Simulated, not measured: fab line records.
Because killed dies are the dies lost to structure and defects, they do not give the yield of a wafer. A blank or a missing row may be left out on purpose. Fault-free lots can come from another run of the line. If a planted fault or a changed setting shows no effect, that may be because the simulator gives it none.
Chamber matching || flow n5 finfet || N5_BEOL_M4_DESCUM_33 on rie diel-04 has 4 sister chambers
The step chemistry O2, time 7 s. 24 wafers are shown with their chamber, then 12 later ones without.

## WAFERS, EACH WITH ITS CHAMBER
{"wafer": "L076.1", "chamber": 3, "drypump motor current A (A)": 5.5, "showerhead plenum p Torr (Torr)": 2.13, "throttle valve pct (%)": 20.24}
{"wafer": "L076.2", "chamber": 2, "drypump motor current A (A)": 5.6, "showerhead plenum p Torr (Torr)": 2.08, "throttle valve pct (%)": 20.69}
{"wafer": "L076.4", "chamber": 3, "drypump motor current A (A)": 5.5, "showerhead plenum p Torr (Torr)": 2.13, "throttle valve pct (%)": 20.24}
{"wafer": "L075.1", "chamber": 3, "drypump motor current A (A)": 5.5, "showerhead plenum p Torr (Torr)": 2.13, "throttle valve pct (%)": 20.24}
{"wafer": "L075.2", "chamber": 2, "drypump motor current A (A)": 5.5, "showerhead plenum p Torr (Torr)": 2.08, "throttle valve pct (%)": 20.70}
{"wafer": "L075.3", "chamber": 1, "drypump motor current A (A)": 6.2, "showerhead plenum p Torr (Torr)": 2.05, "throttle valve pct (%)": 20.59}
{"wafer": "L075.4", "chamber": 3, "drypump motor current A (A)": 5.5, "showerhead plenum p Torr (Torr)": 2.13, "throttle valve pct (%)": 20.25}
{"wafer": "L075.5", "chamber": 2, "drypump motor current A (A)": 5.5, "showerhead plenum p Torr (Torr)": 2.08, "throttle valve pct (%)": 20.70}
{"wafer": "L075.6", "chamber": 1, "drypump motor current A (A)": 6.2, "showerhead plenum p Torr (Torr)": 2.05, "throttle valve pct (%)": 20.59}
{"wafer": "L080.1", "chamber": 2, "drypump motor current A (A)": 5.6, "showerhead plenum p Torr (Torr)": 2.08, "throttle valve pct (%)": 20.71}
{"wafer": "L080.3", "chamber": 3, "drypump motor current A (A)": 5.5, "showerhead plenum p Torr (Torr)": 2.13, "throttle valve pct (%)": 20.24}
{"wafer": "L080.5", "chamber": 3, "drypump motor current A (A)": 5.5, "showerhead plenum p Torr (Torr)": 2.13, "throttle valve pct (%)": 20.25}
{"wafer": "L082.2", "chamber": 3, "drypump motor current A (A)": 5.5, "showerhead plenum p Torr (Torr)": 2.13, "throttle valve pct (%)": 20.26}
{"wafer": "L082.3", "chamber": 2, "drypump motor current A (A)": 5.6, "showerhead plenum p Torr (Torr)": 2.07, "throttle valve pct (%)": 20.72}
{"wafer": "L082.5", "chamber": 3, "drypump motor current A (A)": 5.5, "showerhead plenum p Torr (Torr)": 2.13, "throttle valve pct (%)": 20.27}
{"wafer": "L085.1", "chamber": 2, "drypump motor current A (A)": 5.5, "showerhead plenum p Torr (Torr)": 2.07, "throttle valve pct (%)": 20.72}
{"wafer": "L085.2", "chamber": 1, "drypump motor current A (A)": 6.2, "showerhead plenum p Torr (Torr)": 2.04, "throttle valve pct (%)": 20.16}
{"wafer": "L085.3", "chamber": 3, "drypump motor current A (A)": 5.5, "showerhead plenum p Torr (Torr)": 2.12, "throttle valve pct (%)": 20.29}
{"wafer": "L085.4", "chamber": 0, "drypump motor current A (A)": 6.2, "showerhead plenum p Torr (Torr)": 2.14, "throttle valve pct (%)": 20.20}
{"wafer": "L085.5", "chamber": 3, "drypump motor current A (A)": 5.5, "showerhead plenum p Torr (Torr)": 2.12, "throttle valve pct (%)": 20.26}
{"wafer": "L085.6", "chamber": 2, "drypump motor current A (A)": 5.6, "showerhead plenum p Torr (Torr)": 2.07, "throttle valve pct (%)": 20.72}
{"wafer": "L084.1", "chamber": 2, "drypump motor current A (A)": 5.5, "showerhead plenum p Torr (Torr)": 2.07, "throttle valve pct (%)": 20.73}
{"wafer": "L084.2", "chamber": 3, "drypump motor current A (A)": 5.5, "showerhead plenum p Torr (Torr)": 2.12, "throttle valve pct (%)": 20.28}
{"wafer": "L084.3", "chamber": 1, "drypump motor current A (A)": 6.2, "showerhead plenum p Torr (Torr)": 2.04, "throttle valve pct (%)": 20.19}

SIGNATURES (means of the wafers above)
{"reading": "drypump motor current A", "chamber 0": 6.200, "chamber 1": 6.200, "chamber 2": 5.550, "chamber 3": 5.500, "scatter within a chamber": 0.0316}
{"reading": "showerhead plenum p Torr", "chamber 0": 2.1400, "chamber 1": 2.0450, "chamber 2": 2.0750, "chamber 3": 2.1273, "scatter within a chamber": 0.00509}
{"reading": "throttle valve pct", "chamber 0": 20.2000, "chamber 1": 20.3825, "chamber 2": 20.7112, "chamber 3": 20.2564, "scatter within a chamber": 0.0941}
Rule: for each reading, subtract the chamber's mean from the wafer's reading, divide by that reading's scatter and square the result; add these up over the readings and take the root, which gives the wafer's distance from the chamber. If the next closest chamber is less than 2 further off than the closest, the wafer can't be placed; otherwise it belongs to the closest. The scatter: the root of (the sum of the squares of (reading less its chamber's mean) over the shown wafers, divided by (wafers less chambers)).

## WAFERS WITHOUT THEIR CHAMBER
{"wafer": "L084.4", "drypump motor current A (A)": 6.2, "showerhead plenum p Torr (Torr)": 2.14, "throttle valve pct (%)": 20.21}
{"wafer": "L084.5", "drypump motor current A (A)": 5.5, "showerhead plenum p Torr (Torr)": 2.07, "throttle valve pct (%)": 20.73}
{"wafer": "L084.6", "drypump motor current A (A)": 6.2, "showerhead plenum p Torr (Torr)": 2.04, "throttle valve pct (%)": 20.18}
{"wafer": "L088.1", "drypump motor current A (A)": 6.2, "showerhead plenum p Torr (Torr)": 2.13, "throttle valve pct (%)": 20.23}
{"wafer": "L088.2", "drypump motor current A (A)": 5.5, "showerhead plenum p Torr (Torr)": 2.12, "throttle valve pct (%)": 20.29}
{"wafer": "L088.4", "drypump motor current A (A)": 6.3, "showerhead plenum p Torr (Torr)": 2.04, "throttle valve pct (%)": 20.20}
{"wafer": "L090.2", "drypump motor current A (A)": 6.2, "showerhead plenum p Torr (Torr)": 2.13, "throttle valve pct (%)": 20.26}
{"wafer": "L090.3", "drypump motor current A (A)": 5.5, "showerhead plenum p Torr (Torr)": 2.12, "throttle valve pct (%)": 20.30}
{"wafer": "L090.6", "drypump motor current A (A)": 5.5, "showerhead plenum p Torr (Torr)": 2.12, "throttle valve pct (%)": 20.29}
{"wafer": "L093.3", "drypump motor current A (A)": 5.6, "showerhead plenum p Torr (Torr)": 2.06, "throttle valve pct (%)": 20.75}
{"wafer": "L093.4", "drypump motor current A (A)": 5.5, "showerhead plenum p Torr (Torr)": 2.12, "throttle valve pct (%)": 20.30}
{"wafer": "L093.5", "drypump motor current A (A)": 6.2, "showerhead plenum p Torr (Torr)": 2.04, "throttle valve pct (%)": 20.19}

## CHAMBER TAKEN BY EACH
{"wafer": "L084.4", "from the rows above": 0, "in truth": 0}
{"wafer": "L084.5", "from the rows above": 2, "in truth": 2}
{"wafer": "L084.6", "from the rows above": 1, "in truth": 1}
{"wafer": "L088.1", "from the rows above": 0, "in truth": 0}
{"wafer": "L088.2", "from the rows above": 3, "in truth": 3}
{"wafer": "L088.4", "from the rows above": 1, "in truth": 1}
{"wafer": "L090.2", "from the rows above": 0, "in truth": 0}
{"wafer": "L090.3", "from the rows above": 3, "in truth": 3}
{"wafer": "L090.6", "from the rows above": 3, "in truth": 3}
{"wafer": "L093.3", "from the rows above": 2, "in truth": 2}
{"wafer": "L093.4", "from the rows above": 3, "in truth": 3}
{"wafer": "L093.5", "from the rows above": 1, "in truth": 1}
Placed correctly: 12 of 12. Left unplaced by these rows: 0. Placed wrongly: 0.
